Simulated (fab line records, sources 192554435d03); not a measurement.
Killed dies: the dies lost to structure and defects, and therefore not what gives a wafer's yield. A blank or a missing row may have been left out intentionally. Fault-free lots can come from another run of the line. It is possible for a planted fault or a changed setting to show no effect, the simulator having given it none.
Split-lot trial || flow n5_finfet || 7 lots, 21 wafers read, on a route of 1938 steps

## ABOUT THE SPLIT
At N5_PASSIVATION_PASS_ETCH_47 (etches SiNx in CF4/O2, target depth 770 nm, time 385 s), the setting source_w was moved away from the recipe's 535 W on 11 of the 21 wafers read, by -17.3% to +15.8%. The other wafers ran this setting at the recipe's value.

The split's own step is where the reading is taken.

## THE READING
rf_vpp_V, in V, at N5_PASSIVATION_PASS_ETCH_47 (etches SiNx in CF4/O2, target depth 770 nm, time 385 s). Typical for fault-free wafers on this fab line: 239.8 V, with standard deviation 3 V.

{"wafer": "L074.4", "tool, chamber at the split": "rie_diel-05, 1", "source_w as run, W": 619.6, "against the recipe": "+15.8%", "rf_vpp_V, V": 224.2, "against lot-mates on the recipe": -14.9}
{"wafer": "L074.5", "tool, chamber at the split": "rie_diel-05, 2", "source_w as run, W": 535, "against the recipe": "recipe", "rf_vpp_V, V": 239.1, "against lot-mates on the recipe": "-"}
{"wafer": "L074.6", "tool, chamber at the split": "rie_diel-05, 3", "source_w as run, W": 619.6, "against the recipe": "+15.8%", "rf_vpp_V, V": 225.8, "against lot-mates on the recipe": -13.3}
{"wafer": "L076.2", "tool, chamber at the split": "rie_diel-03, 2", "source_w as run, W": 535, "against the recipe": "recipe", "rf_vpp_V, V": 238.7, "against lot-mates on the recipe": "-"}
{"wafer": "L076.3", "tool, chamber at the split": "rie_diel-03, 0", "source_w as run, W": 535, "against the recipe": "recipe", "rf_vpp_V, V": 236.8, "against lot-mates on the recipe": "-"}
{"wafer": "L076.6", "tool, chamber at the split": "rie_diel-03, 3", "source_w as run, W": 535, "against the recipe": "recipe", "rf_vpp_V, V": 242.0, "against lot-mates on the recipe": "-"}
{"wafer": "L080.3", "tool, chamber at the split": "rie_diel-03, 3", "source_w as run, W": 535, "against the recipe": "recipe", "rf_vpp_V, V": 240.8, "against lot-mates on the recipe": "-"}
{"wafer": "L080.4", "tool, chamber at the split": "rie_diel-03, 0", "source_w as run, W": 535, "against the recipe": "recipe", "rf_vpp_V, V": 238.6, "against lot-mates on the recipe": "-"}
{"wafer": "L080.6", "tool, chamber at the split": "rie_diel-03, 0", "source_w as run, W": 535, "against the recipe": "recipe", "rf_vpp_V, V": 237.8, "against lot-mates on the recipe": "-"}
{"wafer": "L086.1", "tool, chamber at the split": "rie_diel-06, 3", "source_w as run, W": 609.2, "against the recipe": "+13.9%", "rf_vpp_V, V": 228.6, "against lot-mates on the recipe": "no lot-mate on the recipe"}
{"wafer": "L086.3", "tool, chamber at the split": "rie_diel-06, 2", "source_w as run, W": 609.2, "against the recipe": "+13.9%", "rf_vpp_V, V": 221.5, "against lot-mates on the recipe": "no lot-mate on the recipe"}
{"wafer": "L086.6", "tool, chamber at the split": "rie_diel-06, 3", "source_w as run, W": 609.2, "against the recipe": "+13.9%", "rf_vpp_V, V": 229.1, "against lot-mates on the recipe": "no lot-mate on the recipe"}
{"wafer": "L087.2", "tool, chamber at the split": "rie_diel-06, 1", "source_w as run, W": 535, "against the recipe": "recipe", "rf_vpp_V, V": 240.4, "against lot-mates on the recipe": "-"}
{"wafer": "L087.5", "tool, chamber at the split": "rie_diel-06, 3", "source_w as run, W": 612, "against the recipe": "+14.4%", "rf_vpp_V, V": 228.4, "against lot-mates on the recipe": -12.0}
{"wafer": "L087.6", "tool, chamber at the split": "rie_diel-06, 2", "source_w as run, W": 612, "against the recipe": "+14.4%", "rf_vpp_V, V": 220.3, "against lot-mates on the recipe": -20.1}
{"wafer": "L089.4", "tool, chamber at the split": "rie_diel-06, 1", "source_w as run, W": 535, "against the recipe": "recipe", "rf_vpp_V, V": 240.3, "against lot-mates on the recipe": "-"}
{"wafer": "L089.5", "tool, chamber at the split": "rie_diel-06, 2", "source_w as run, W": 535, "against the recipe": "recipe", "rf_vpp_V, V": 235.7, "against lot-mates on the recipe": "-"}
{"wafer": "L089.6", "tool, chamber at the split": "rie_diel-06, 3", "source_w as run, W": 618.2, "against the recipe": "+15.6%", "rf_vpp_V, V": 226.9, "against lot-mates on the recipe": -11.1}
{"wafer": "L096.1", "tool, chamber at the split": "rie_diel-06, 1", "source_w as run, W": 442.4, "against the recipe": "-17.3%", "rf_vpp_V, V": 264.6, "against lot-mates on the recipe": "no lot-mate on the recipe"}
{"wafer": "L096.2", "tool, chamber at the split": "rie_diel-06, 0", "source_w as run, W": 442.4, "against the recipe": "-17.3%", "rf_vpp_V, V": 259.8, "against lot-mates on the recipe": "no lot-mate on the recipe"}
{"wafer": "L096.5", "tool, chamber at the split": "rie_diel-06, 1", "source_w as run, W": 442.4, "against the recipe": "-17.3%", "rf_vpp_V, V": 265.0, "against lot-mates on the recipe": "no lot-mate on the recipe"}

FIT RESULTS
A straight line over all 21 wafers: rf_vpp_V changes by -1.12 V for each +1% of source_w; r = -0.97; the points scatter about the line by 3.3 V.
The same after taking each lot's own level away (the mean of its wafers on the recipe; 15 wafers): -0.932 V for each +1%; r = -0.94; scatter 2.6 V.
According to that fit, moving source_w by its largest amount changes the reading by 16 V.
Measured against the standard deviation above, the lots' own levels, which go from 238.00 to 240.40 V, span 0.8 times it.
So the slope is not independent of the lot-to-lot level: the two fits are not the same.
Check: with one of the wafers moved furthest among these (+15.8%) left out of the fit, the line predicts -14.7 V for it against its lot-mates. Against them it came out at -14.9 V.
Tool readings at the split's step, against how far the setting was moved: rf_vpp_V r = -0.97.

## FURTHER SPLITS ON THESE WAFERS
Before the reading, these wafers also passed through other splits. Each is held against what the fit with the lots' levels taken away leaves over:
{"other split on the same wafers": "N5_BEOL_M14_DESCUM_15 time_s", "wafers away from the commonest value": 3, "r with rf_vpp_V (lot level and that fit taken away)": "+0.33"}
{"other split on the same wafers": "N5_BEOL_M14_PEB_26 peb_temp_c", "wafers away from the commonest value": 7, "r with rf_vpp_V (lot level and that fit taken away)": -0.09}
{"other split on the same wafers": "N5_BEOL_M14_ETCH_68 time_s", "wafers away from the commonest value": 4, "r with rf_vpp_V (lot level and that fit taken away)": "+0.00"}
{"other split on the same wafers": "N5_BEOL_M15_PEB_26 peb_temp_c", "wafers away from the commonest value": 5, "r with rf_vpp_V (lot level and that fit taken away)": -0.50}
{"other split on the same wafers": "N5_BEOL_M15_TRENCH_ETCH_34 bias_w", "wafers away from the commonest value": 5, "r with rf_vpp_V (lot level and that fit taken away)": -0.43}
{"other split on the same wafers": "N5_PASSIVATION_VIA_ETCH_13 bias_w", "wafers away from the commonest value": 8, "r with rf_vpp_V (lot level and that fit taken away)": "+0.60"}

## THE WHOLE CHAIN: every reading that the file lists as answering this split, in the file's order
{"step": "N5_PASSIVATION_PASS_ETCH_47", "what it does": "etches SiNx in CF4/O2, target depth 770 nm, time 385 s", "reading": "rf_vpp_V", "change (the file's fit)": "-0.899 V for each +1% of the setting", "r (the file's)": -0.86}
{"step": "N5_PASSIVATION_PASS_ETCH_47", "what it does": "etches SiNx in CF4/O2, target depth 770 nm, time 385 s", "reading": "etch.depth_nm (the simulator's own value, which no gauge read)", "change (the file's fit)": "+5.7 nm for each +1% of the setting", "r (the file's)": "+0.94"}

## THE FILE'S OWN FIT
rf_vpp_V changes by -0.899 V for each +1% of source_w, r = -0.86.
